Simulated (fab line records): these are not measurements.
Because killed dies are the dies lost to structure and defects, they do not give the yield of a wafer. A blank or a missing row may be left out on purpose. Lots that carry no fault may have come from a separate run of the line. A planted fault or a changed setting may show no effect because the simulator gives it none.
Chamber matching -- flow nand_harc -- rie_diel-05 running NHARC_A_CHANNEL_HOLE_D1_ETCH_16: 4 sister chambers
The step etches the open film in O2/COS, target depth 3100 nm, time 806 s. 4 wafers are shown with their chamber, then 7 later ones without.

== EACH WAFER AND ITS CHAMBER ==
wafer,chamber,drypump_motor_current_A (A)
L929.1,1,5.5
L929.3,3,5.2
L930.1,0,5.3
L930.4,2,6.2

== WAFERS MISSING THEIR CHAMBER ==
wafer,drypump_motor_current_A (A)
L930.6,5.2
L931.3,5.2
L931.4,5.3
L931.5,6.3
L932.2,5.5
L932.4,5.2
L932.6,6.3

== WHICH CHAMBER EACH ONE RAN IN ==
wafer,from the rows above,in truth
L930.6,can't be placed: 3 or 0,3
L931.3,can't be placed: 3 or 0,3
L931.4,can't be placed: 0 or 3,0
L931.5,2,2
L932.2,1,1
L932.4,can't be placed: 3 or 0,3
L932.6,2,2
3 of 7 placed correctly. These rows do not allow placing 4 (true chamber among the candidates in 4). Wrongly placed: 0.
How it was worked out, from the rows above alone: a wafer's distance from a chamber is the root of the sum, over the readings, of the square of ((its reading less the chamber's mean) divided by the reading's scatter). If the next closest chamber is less than 2 further off than the closest, the wafer can't be placed; otherwise it belongs to the closest. Each chamber's mean is taken over the wafers shown for it. The scatter: root of mean squared gap, hidden wafer to nearest shown wafer, with one shown wafer a chamber.
